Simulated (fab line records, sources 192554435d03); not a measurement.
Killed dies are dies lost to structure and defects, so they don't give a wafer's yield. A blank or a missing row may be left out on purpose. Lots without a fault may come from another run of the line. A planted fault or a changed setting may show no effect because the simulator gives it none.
fab line records | flow n5_finfet
record lots=7 wafers=39
route steps=1938 shown ZERO_LAYER@11 FIN_SAQP@102 SD_EPI_N@269 HKMG_FIN@449 MOL_CONTACT_COAG@586 BEOL_M0@720
start_h: hours from the record's first day to the start of the lot's first wafer shown | wait_h: hours since the lot's step before | " the same as in the row above | L1.1+2: a row that stands for several wafers | - no value, or no start given | * or withheld: withheld | < > ~ a bound
route shown NAME@n: a module of which the file shows steps, and the number in the route of the first | usual: mean/standard deviation of fault-free wafers | same: alike in all rows | chamber/n: place in a boat | sites: the reading at each site | _std_site: their standard deviation | _edge_site: outer sites' mean less inner sites' | radius_mm: how far each site lies from the wafer's centre | mask NAME#n: copy n | behind: the tool/chamber that last shaped the wafer | hold: why the lot was held/for how many hours/how that ended | device: the transistor (n, p or np) that didn't switch | end of line: the same wafers' tests at the end of the route | a step without rows: its recipe alone | killed: dies lost to structure and defects at the first sort, not the wafer's yield | map: a wafer's dies, x killed, . not, _ none there
set.NAME: the setting as run; set.NAME@STEP: as run at that earlier step | model.NAME: the simulator's own value behind a step, which no gauge read
lots whose settings were changed on purpose; a table a step, a row a wafer
## steps
# step N5_ZERO_LAYER_DEVELOP_10
# recipe develop_time_s=60 rinse_liquid=diw dry=air_spin dev_temp_c=21
# columns lot.wafer tool chamber start_h wait_h set.develop_time_s
L077.1+2+3 litho_track-04 0 - - 25.99
L077.4+5+6 " 0 " " 60
L079.1+4+5 litho_track-04 0 - - 60
L079.2+3+6 " 0 " " 95.68
L086.1+2+4 litho_track-01 0 - - 60
L086.3+5+6 " 0 " " 40.79
L087.3+4+6 litho_track-04 0 - - 60
L092.1+2+4 litho_track-04 0 - - 60
L092.3+5+6 " 0 " " 26.17
L093.1+2+3+4+5+6 litho_track-04 0 - - 60
L097.1+2+5 litho_track-04 0 - - 76.25
L097.3+4+6 " 0 " " 60
# step N5_ZERO_LAYER_HARDBAKE_23
# recipe temp_c=130 time_s=120
# step N5_ZERO_LAYER_CD_MEAS_11
# recipe target_cd_nm=2000 landing_energy_ev=500 detector=se_inlens
# usual cd_nm=1999.2/1.9
# columns lot.wafer tool chamber start_h wait_h set.develop_time_s@ZERO_LAYER_DEVELOP_10 cd_nm
L077.1 cd_sem-03 0 30.66 - 25.99 1982.4
L077.2 " 0 " " 25.99 1980.8
L077.3 " 0 " " 25.99 1979.8
L077.4 " 0 " " 60 1998.7
L077.5 " 0 " " 60 1996.2
L077.6 " 0 " " 60 1997.5
L079.1 cd_sem-03 0 42.73 - 60 1998.9
L079.2 " 0 " " 95.68 2010.4
L079.3 " 0 " " 95.68 2010.4
L079.4 " 0 " " 60 2000.2
L079.5 " 0 " " 60 2000.1
L079.6 " 0 " " 95.68 2007.5
L086.1 cd_sem-02 0 84.64 - 60 1998.4
L086.2 " 0 " " 60 2001.2
L086.3 " 0 " " 40.79 1991.2
L086.4 " 0 " " 60 2000.7
L086.5 " 0 " " 40.79 1990.9
L086.6 " 0 " " 40.79 1993.4
L087.3 cd_sem-01 0 90.77 - 60 2000.0
L087.4 " 0 " " 60 2002.4
L087.6 " 0 " " 60 1998.7
L092.1 cd_sem-02 0 120.64 - 60 1999.0
L092.2 " 0 " " 60 1998.9
L092.3 " 0 " " 26.17 1977.9
L092.4 " 0 " " 60 1997.9
L092.5 " 0 " " 26.17 1981.4
L092.6 " 0 " " 26.17 1983.1
L093.1 cd_sem-01 0 126.64 - 60 1996.7
L093.2 " 0 " " 60 1995.8
L093.3 " 0 " " 60 1996.9
L093.4 " 0 " " 60 1999.1
L093.5 " 0 " " 60 2000.3
L093.6 " 0 " " 60 1996.9
L097.1 cd_sem-03 0 150.67 - 76.25 2002.0
L097.2 " 0 " " 76.25 2000.9
L097.3 " 0 " " 60 1997.6
L097.4 " 0 " " 60 1997.1
L097.5 " 0 " " 76.25 2004.2
L097.6 " 0 " " 60 1999.2
# step N5_ZERO_LAYER_DESCUM_16
# recipe chemistry=O2 time_s=7.9 source_power_w=50 bias_power_w=20 pressure_mtorr=20 rf_frequency_hz=2.712e+07 temp_c=40 o2_flow_sccm=225
# columns lot.wafer tool chamber start_h wait_h set.develop_time_s@ZERO_LAYER_DEVELOP_10 model.ZERO_LAYER.cd_nm
L077.1 rie_diel-05 2 31.80 1.1 25.99 1982
L077.2 " 0 " " 25.99 1981
L077.3 " 3 " " 25.99 1980
L077.4 " 1 " " 60 1998
L077.5+6 " 2,3 " " 60 1997
L079.1 rie_diel-05 3 42.98 0.2 60 1999
L079.2 " 1 " " 95.68 2011
L079.3 " 2 " " 95.68 2010
L079.4+5 " 0,2 " " 60 2000
L079.6 " 3 " " 95.68 2008
L086.1 rie_diel-03 0 84.68 0.0 60 1998
L086.2+4 " 3,2 " " 60 2001
L086.3+5 " 1,0 " " 40.79 1991
L086.6 " 3 " " 40.79 1993
L087.3 rie_diel-06 2 90.80 0.0 60 2000
L087.4 " 1 " " 60 2002
L087.6 " 1 " " 60 1999
L092.1+2 rie_diel-06 2,0 120.68 0.0 60 1999
L092.3 " 3 " " 26.17 1978
L092.4 " 1 " " 60 1998
L092.5 " 1 " " 26.17 1981
L092.6 " 2 " " 26.17 1983
L093.1+3 rie_diel-06 3,2 127.02 0.4 60 1997
L093.2+6 " 1 " " 60 1996
L093.4 " 0 " " 60 1999
L093.5 " 2 " " 60 2000
L097.1 rie_diel-05 3 150.71 0.0 76.25 2002
L097.2 " 1 " " 76.25 2001
L097.3+4 " 0 " " 60 1998
L097.5 " 3 " " 76.25 2004
L097.6 " 1 " " 60 1999
# step N5_FIN_SAQP_HM_DEP_72
# recipe material=SiO2 target_thk_a=120 temp_c=400 precursor=SiH4/N2O pressure_torr=0.75 rf_w=275 time_s=7.2
# columns lot.wafer tool chamber start_h wait_h set.time_s model.SiO2_of_FIN_SAQP_HM_DEP_72.thk_nm
L077.1 pecvd-03 2 39.54 0.0 4.28 7.063
L077.2 " 1 " " 4.28 7.187
L077.3 " 0 " " 7.2 11.91
L077.4 " 1 " " 7.2 11.87
L077.5 " 0 " " 4.28 7.158
L077.6 " 2 " " 7.2 11.98
L079.1 pecvd-04 0 51.52 0.0 7.2 11.99
L079.2 " 2 " " 11.08 18.08
L079.3 " 1 " " 11.08 18.25
L079.4 " 0 " " 11.08 18.58
L079.5 " 2 " " 7.2 11.89
L079.6 " 1 " " 7.2 12.12
L086.1 pecvd-01 0 92.70 0.0 7.2 12.04
L086.2 " 2 " " 9.743 16.23
L086.3 " 1 " " 9.743 16.33
L086.4 " 0 " " 9.743 16.37
L086.5 " 1 " " 7.2 12.11
L086.6 " 2 " " 7.2 12.25
L087.3 pecvd-03 1 101.31 0.0 7.2 11.84
L087.4 " 1 " " 7.2 11.96
L087.6 " 0 " " 7.2 12.13
L092.1 pecvd-04 2 131.37 0.0 7.2 11.85
L092.2 " 0 " " 7.2 11.78
L092.3 " 1 " " 7.2 11.87
L092.4 " 2 " " 7.2 11.93
L092.5 " 0 " " 7.2 12.06
L092.6 " 1 " " 7.2 12.04
L093.1 pecvd-03 2 135.40 0.0 7.2 11.99
L093.2 " 0 " " 7.2 12.05
L093.3 " 1 " " 4.457 7.368
L093.4 " 0 " " 4.457 7.653
L093.5 " 2 " " 4.457 7.63
L093.6 " 1 " " 7.2 12.14
L097.1 pecvd-03 1 158.97 0.0 7.2 11.76
L097.2 " 2 " " 7.2 11.72
L097.3 " 0 " " 7.2 11.81
L097.4 " 0 " " 7.2 11.95
L097.5 " 1 " " 7.2 12.06
L097.6 " 2 " " 7.2 11.94
# step N5_FIN_SAQP_COAT_49
# recipe resist=SOC temp_c=250 time_s=60 spin_rpm=1500 resist_thk_nm=100
# step N5_FIN_SAQP_COAT_50
# recipe resist=SiARC temp_c=220 time_s=60 spin_rpm=1500 resist_thk_nm=35
# step N5_FIN_SAQP_ETCH_52
# recipe chemistry=N2/H2 target=SOC target_depth_a=1000 overetch_a=200 mask_material=SiARC temp_c=40 time_s=150 ion_energy_ev=200 pressure_mtorr=30 source_w=840 bias_w=150 n2_flow_sccm=200 h2_flow_sccm=200 ends=end_point
# step N5_FIN_SAQP_STRIP_53
# recipe chemistry=N2/H2 temp_c=40 n2_flow_sccm=200 h2_flow_sccm=200 rf_frequency_hz=6e+07
# step N5_FIN_SAQP_HM_OPEN_73
# recipe chemistry=CHF3/O2 target=SiO2 stop_on=a-Si target_depth_a=120 over_etch_frac=1.8 mask_material=SOC time_s=16.8 pressure_mtorr=30 source_w=650 bias_w=170 Ar_flow_sccm=200 CHF3_flow_sccm=50 O2_flow_sccm=5 ion_energy_ev=200 ends=end_point
# columns lot.wafer tool chamber start_h wait_h set.time_s@FIN_SAQP_HM_DEP_72 model.etch.depth_nm
L077.1 rie_diel-02 3 40.28 0.0 4.28 7.063
L077.2 " 2 " " 4.28 7.187
L077.3 " 1 " " 7.2 11.91
L077.4 " 1 " " 7.2 11.87
L077.5 " 2 " " 4.28 7.158
L077.6 " 3 " " 7.2 11.98
L079.1 rie_diel-02 2 52.26 0.0 7.2 11.99
L079.2 " 3 " " 11.08 18.08
L079.3 " 1 " " 11.08 18.25
L079.4 " 3 " " 11.08 18.58
L079.5 " 2 " " 7.2 11.89
L079.6 " 1 " " 7.2 12.12
L086.1 rie_diel-04 2 93.67 0.0 7.2 12.04
L086.2 " 3 " " 9.743 16.23
L086.3 " 2 " " 9.743 16.33
L086.4 " 3 " " 9.743 16.37
L086.5 " 2 " " 7.2 12.11
L086.6 " 3 " " 7.2 12.25
L087.3 rie_diel-02 1 102.49 0.0 7.2 11.84
L087.4 " 2 " " 7.2 11.96
L087.6 " 2 " " 7.2 12.13
L092.1 rie_diel-02 0 132.12 0.0 7.2 11.85
L092.2 " 1 " " 7.2 11.78
L092.3 " 3 " " 7.2 11.87
L092.4 " 2 " " 7.2 11.93
L092.5 " 2 " " 7.2 12.06
L092.6 " 1 " " 7.2 12.04
L093.1 rie_diel-01 2 136.89 0.0 7.2 11.99
L093.2 " 3 " " 7.2 12.05
L093.3 " 0 " " 4.457 7.368
L093.4 " 3 " " 4.457 7.653
L093.5 " 2 " " 4.457 7.63
L093.6 " 0 " " 7.2 12.14
L097.1 rie_diel-01 3 159.71 0.0 7.2 11.76
L097.2 " 1 " " 7.2 11.72
L097.3 " 0 " " 7.2 11.81
L097.4 " 3 " " 7.2 11.95
L097.5 " 1 " " 7.2 12.06
L097.6 " 0 " " 7.2 11.94
# step N5_SD_EPI_N_DEVELOP_08
# recipe develop_time_s=30 developer=TMAH resist=CAR-ArF-block dev_temp_c=23 rinse_liquid=diw dry=air_spin
# columns lot.wafer tool chamber start_h wait_h set.develop_time_s
L077.1+2+4 litho_track-02 0 - - 30
L077.3+5+6 " 0 " " 39.07
L079.1+3+4 litho_track-05 0 - - 30
L079.2+5+6 " 0 " " 36.81
L086.1+3+4 litho_track-02 0 - - 19.06
L086.2+5+6 " 0 " " 30
L087.3+4+6 litho_track-03 0 - - 30
L092.1+2+3+4+5+6 litho_track-03 0 - - 30
L093.1+3+5 litho_track-03 0 - - 30
L093.2+4+6 " 0 " " 12.08
L097.1+2+4 litho_track-05 0 - - 15.79
L097.3+5+6 " 0 " " 30
# step N5_SD_EPI_N_CD_MEAS_09
# recipe target_cd_nm=120 landing_energy_ev=500 detector=se_inlens
# usual cd_nm=119.9/0.61
# columns lot.wafer tool chamber start_h wait_h set.develop_time_s@SD_EPI_N_DEVELOP_08 cd_nm
L077.1 cd_sem-02 0 68.41 - 30 120.3
L077.2 " 0 " " 30 120.2
L077.3 " 0 " " 39.07 121.8
L077.4 " 0 " " 30 120.3
L077.5 " 0 " " 39.07 121.0
L077.6 " 0 " " 39.07 122.4
L079.1 cd_sem-01 0 77.84 - 30 120.1
L079.2 " 0 " " 36.81 120.2
L079.3 " 0 " " 30 119.5
L079.4 " 0 " " 30 120.0
L079.5 " 0 " " 36.81 120.1
L079.6 " 0 " " 36.81 119.4
L086.1 cd_sem-02 0 120.15 - 19.06 117.9
L086.2 " 0 " " 30 120.2
L086.3 " 0 " " 19.06 117.8
L086.4 " 0 " " 19.06 117.7
L086.5 " 0 " " 30 119.6
L086.6 " 0 " " 30 119.8
L087.3 cd_sem-01 0 128.82 - 30 120.5
L087.4 " 0 " " 30 120.5
L087.6 " 0 " " 30 120.4
L092.1 cd_sem-03 0 157.95 - 30 119.9
L092.2 " 0 " " 30 119.3
L092.3 " 0 " " 30 119.6
L092.4 " 0 " " 30 119.3
L092.5 " 0 " " 30 119.8
L092.6 " 0 " " 30 119.1
L093.1 cd_sem-02 0 163.26 - 30 120.0
L093.2 " 0 " " 12.08 115.0
L093.3 " 0 " " 30 120.0
L093.4 " 0 " " 12.08 115.2
L093.5 " 0 " " 30 120.1
L093.6 " 0 " " 12.08 114.7
L097.1 cd_sem-03 0 187.38 - 15.79 115.0
L097.2 " 0 " " 15.79 115.4
L097.3 " 0 " " 30 120.6
L097.4 " 0 " " 15.79 116.0
L097.5 " 0 " " 30 119.6
L097.6 " 0 " " 30 119.2
# step N5_SD_EPI_N_DESCUM_14
# recipe chemistry=O2 time_s=7.9 source_power_w=50 bias_power_w=20 pressure_mtorr=20 rf_frequency_hz=2.712e+07 temp_c=40 resist=CAR-ArF-block o2_flow_sccm=225
# columns lot.wafer tool chamber start_h wait_h set.develop_time_s@SD_EPI_N_DEVELOP_08 model.SD_EPI_N.cd_nm
L077.1 rie_diel-04 0 68.54 0.1 30 120.2
L077.2 " 1 " " 30 120.4
L077.3 " 2 " " 39.07 122
L077.4 " 3 " " 30 119.8
L077.5 " 1 " " 39.07 121.2
L077.6 " 2 " " 39.07 122.2
L079.1 rie_diel-04 1 78.46 0.6 30 119.8
L079.2 " 2 " " 36.81 120.4
L079.3 " 0 " " 30 119.6
L079.4 " 3 " " 30 120
L079.5 " 0 " " 36.81 120
L079.6 " 3 " " 36.81 119.6
L086.1 rie_diel-01 3 120.76 0.6 19.06 118
L086.2+6 " 0,2 " " 30 120
L086.3 " 2 " " 19.06 117.6
L086.4 " 3 " " 19.06 117.4
L086.5 " 0 " " 30 119.4
L087.3 rie_diel-01 2 129.03 0.2 30 120.6
L087.4+6 " 0,3 " " 30 120.4
L092.1+6 rie_diel-01 0,1 158.04 0.0 30 119.8
L092.2+4 " 1,0 " " 30 119.4
L092.3 " 3 " " 30 119.6
L092.5 " 3 " " 30 120.2
L093.1 rie_diel-04 2 163.67 0.4 30 119.8
L093.2 " 1 " " 12.08 114.8
L093.3 " 3 " " 30 120.2
L093.4+6 " 0,3 " " 12.08 115.2
L093.5 " 0 " " 30 120
L097.1 rie_diel-04 0 187.53 0.1 15.79 115.2
L097.2 " 3 " " 15.79 115.6
L097.3 " 1 " " 30 120.8
L097.4 " 2 " " 15.79 116.2
L097.5 " 2 " " 30 119.4
L097.6 " 3 " " 30 119.6
# step N5_SD_EPI_N_ETCH_34
# recipe chemistry=CF4 target=SiARC target_depth_a=455 mask_material=CAR-ArF-block time_s=75.8 ion_energy_ev=80 pressure_mtorr=40 source_w=545 bias_w=36 Ar_flow_sccm=100 cf4_flow_sccm=100 ends=cleared
# columns lot.wafer tool chamber start_h wait_h set.develop_time_s@SD_EPI_N_DEVELOP_08 model.SD_EPI_N.cd_nm
L077.1 rie_diel-04 0 68.58 0.0 30 120
L077.2 " 1 " " 30 120.6
L077.3 " 2 " " 39.07 122.2
L077.4 " 3 " " 30 119.6
L077.5 " 1 " " 39.07 121.4
L077.6 " 2 " " 39.07 122.4
L079.1 rie_diel-04 1 78.49 0.0 30 119.8
L079.2 " 2 " " 36.81 120.6
L079.3 " 0 " " 30 119.4
L079.4 " 3 " " 30 119.6
L079.5 " 0 " " 36.81 120
L079.6 " 3 " " 36.81 119.4
L086.1 rie_diel-01 3 120.80 0.0 19.06 118.2
L086.2 " 0 " " 30 119.6
L086.3 " 2 " " 19.06 117.6
L086.4 " 3 " " 19.06 117.8
L086.5 " 0 " " 30 119
L086.6 " 2 " " 30 120.2
L087.3 rie_diel-01 2 129.06 0.0 30 120.8
L087.4 " 0 " " 30 120.2
L087.6 " 3 " " 30 120.6
L092.1+2 rie_diel-01 0,1 158.08 0.0 30 119.6
L092.3 " 3 " " 30 119.8
L092.4 " 0 " " 30 119.2
L092.5 " 3 " " 30 120.4
L092.6 " 1 " " 30 120
L093.1 rie_diel-04 2 163.71 0.0 30 119.6
L093.2 " 1 " " 12.08 114.8
L093.3 " 3 " " 30 120.2
L093.4 " 0 " " 12.08 115.6
L093.5 " 0 " " 30 120.4
L093.6 " 3 " " 12.08 115.2
L097.1 rie_diel-04 0 187.57 0.0 15.79 115.4
L097.2 " 3 " " 15.79 115.6
L097.3 " 1 " " 30 121
L097.4 " 2 " " 15.79 116.2
L097.5 " 2 " " 30 119.2
L097.6 " 3 " " 30 119.4
# step N5_HKMG_FIN_ALD_71
# recipe material=TiN target_thk_a=10 temp_c=400 ald_precursor_family=TiCl4 ald_co_reactant=NH3 pulse_time_s=1 purge_time_s=3 co_reactant_purge_time_s=2 co_reactant_pulse_time_s=2 ald_cycles=47 pressure_torr=3
# columns lot.wafer tool chamber start_h wait_h set.ald_cycles model.TiN_of_HKMG_FIN_ALD_71.thk_nm
L077.1+3+5 ald_metal-01 0,2,3 95.99 0.0 47 1
L077.2+4+6 " 1,3,2 " " 59 1.2
L079.1+4+6 ald_metal-03 3,0,3 107.37 0.0 47 1
L079.2+3+5 " 1,2,2 " " 72 1.6
L086.1+2+6 ald_metal-03 1,0,2 148.91 0.0 73 1.6
L086.3+4+5 " 3,2,3 " " 47 1
L087.3+4+6 ald_metal-04 0,2,0 158.88 0.0 47 1
L092.1+3+4 ald_metal-01 0,2,3 186.63 0.0 47 1
L092.2+5+6 " 1,2,3 " " 36 0.8
L093.1+4+5 ald_metal-03 3,1,0 193.82 0.0 64 1.4
L093.2+3+6 " 0,2,1 " " 47 1
L097.1+4+5 ald_metal-01 1,2,1 216.48 0.0 47 1
L097.2+3+6 " 3,0,0 " " 64 1.4
# step N5_MOL_CONTACT_COAG_VIA_ETCH_46
# recipe chemistry=C4F6/O2 target_depth_a=460 overetch_a=92 mask_material=SOC target=SiO2 bias_w=455 pressure_mtorr=10 time_s=40 source_w=325 Ar_flow_sccm=300 C4F6_flow_sccm=10 O2_flow_sccm=10 ion_energy_ev=575.3 ends=end_point
# columns lot.wafer tool chamber start_h wait_h set.target_depth_a model.SOC_of_MOL_CONTACT_COAG_COAT_75.thk_nm
L077.1+4+6 rie_diel-01 0,0,2 119.87 0.0 460 50.8
L077.2+5 " 3 " " 460 50.2
L077.3 " 2 " " 460 51
L079.1+5 rie_diel-02 2,1 127.71 0.0 460 50.6
L079.2+4 " 0,1 " " 359.1 51.8
L079.3 " 3 " " 460 51
L079.6 " 2 " " 359.1 51.6
L086.1 rie_diel-04 2 168.11 0.0 670.3 48.2
L086.2 " 1 " " 670.3 48
L086.3 " 3 " " 670.3 48.4
L086.4+6 " 0,1 " " 460 50.4
L086.5 " 2 " " 460 50.6
L087.3 rie_diel-02 0 180.51 0.0 460 50.6
L087.4 " 3 " " 460 51
L087.6 " 0 " " 460 50.4
L092.1 rie_diel-04 3 208.46 0.0 460 50.8
L092.2 " 2 " " 460 51
L092.3 " 1 " " 619.7 48.8
L092.4 " 0 " " 619.7 48.2
L092.5 " 3 " " 619.7 49
L092.6 " 0 " " 460 50.2
L093.1 rie_diel-02 3 214.38 0.0 460 51
L093.2 " 2 " " 460 50.8
L093.3+4 " 1,0 " " 350.5 51.8
L093.5 " 1 " " 460 50.6
L093.6 " 2 " " 350.5 52
L097.1+5 rie_diel-02 3,0 238.29 0.0 460 50.8
L097.2+3+4 " 0,1,1 " " 460 50.6
L097.6 " 3 " " 460 51.2
# step N5_BEOL_M0_ETCH_128
# recipe chemistry=CF4/N2 target_depth_a=120 overetch_a=51 target=SiCN time_s=21.4 ion_energy_ev=150 pressure_mtorr=40 source_w=430 bias_w=70 Ar_flow_sccm=100 cf4_flow_sccm=60 n2_flow_sccm=60
# columns lot.wafer tool chamber start_h wait_h set.time_s model.TiN_of_BEOL_M0_SAQP_HM_DEP_02.thk_nm
L077.1 rie_diel-02 0 135.11 0.1 21.4 10.8
L077.2+6 " 1,0 " " 21.4 11
L077.3 " 2 " " 29.2 10.6
L077.4+5 " 3 " " 29.2 10.4
L079.1+2 rie_diel-04 3,2 145.15 0.1 24.77 10.6
L079.3 " 1 " " 21.4 11
L079.4 " 0 " " 24.77 10.4
L079.5+6 " 1,0 " " 21.4 10.8
L086.1+3 rie_diel-04 1,0 183.79 0.0 17.87 11
L086.2 " 2 " " 21.4 10.6
L086.4+6 " 3,2 " " 21.4 10.8
L086.5 " 3 " " 17.87 10.8
L087.3 rie_diel-02 3 197.96 0.0 21.4 10.8
L087.4 " 1 " " 21.4 11.2
L087.6 " 3 " " 21.4 11
L092.1+2 rie_diel-04 3,1 222.99 0.3 21.4 11
L092.3+4+6 " 0,0,3 " " 21.4 10.8
L092.5 " 1 " " 21.4 11.2
L093.1+3 rie_diel-01 3,0 232.94 0.0 21.4 10.8
L093.2+4 " 2,1 " " 32.9 10.2
L093.5 " 3 " " 32.9 10
L093.6 " 2 " " 21.4 11
L097.1+5+6 rie_diel-02 2,3,2 259.17 0.0 33.1 10.2
L097.2+3+4 " 0,3,1 " " 21.4 10.8
## key
split step=N5_ZERO_LAYER_DEVELOP_10 setting=develop_time_s stated=60 by=wafer
response step=N5_ZERO_LAYER_CD_MEAS_11 reading=cd_nm change=+0.248 per=1% r=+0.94
response step=N5_ZERO_LAYER_DESCUM_16 reading=model.ZERO_LAYER.cd_nm change=+0.247 per=1% r=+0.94
split step=N5_FIN_SAQP_HM_DEP_72 setting=time_s stated=7.2 by=wafer
response step=N5_FIN_SAQP_HM_DEP_72 reading=model.SiO2_of_FIN_SAQP_HM_DEP_72.thk_nm change=+0.118 per=1% r=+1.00
response step=N5_FIN_SAQP_HM_OPEN_73 reading=model.etch.depth_nm change=+0.118 per=1% r=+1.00
split step=N5_SD_EPI_N_DEVELOP_08 setting=develop_time_s stated=30 by=wafer
response step=N5_SD_EPI_N_CD_MEAS_09 reading=cd_nm change=+0.0734 per=1% r=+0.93
response step=N5_SD_EPI_N_DESCUM_14 reading=model.SD_EPI_N.cd_nm change=+0.0734 per=1% r=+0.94
response step=N5_SD_EPI_N_ETCH_34 reading=model.SD_EPI_N.cd_nm change=+0.072 per=1% r=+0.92
split step=N5_HKMG_FIN_ALD_71 setting=ald_cycles stated=47 by=wafer
response step=N5_HKMG_FIN_ALD_71 reading=model.TiN_of_HKMG_FIN_ALD_71.thk_nm change=+0.0107 per=1% r=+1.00
split step=N5_MOL_CONTACT_COAG_VIA_ETCH_46 setting=target_depth_a stated=460 by=wafer
response step=N5_MOL_CONTACT_COAG_VIA_ETCH_46 reading=model.SOC_of_MOL_CONTACT_COAG_COAT_75.thk_nm change=-0.0507 per=1% r=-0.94
split step=N5_BEOL_M0_ETCH_128 setting=time_s stated=21.4 by=wafer
response step=N5_BEOL_M0_ETCH_128 reading=model.TiN_of_BEOL_M0_SAQP_HM_DEP_02.thk_nm change=-0.0127 per=1% r=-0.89
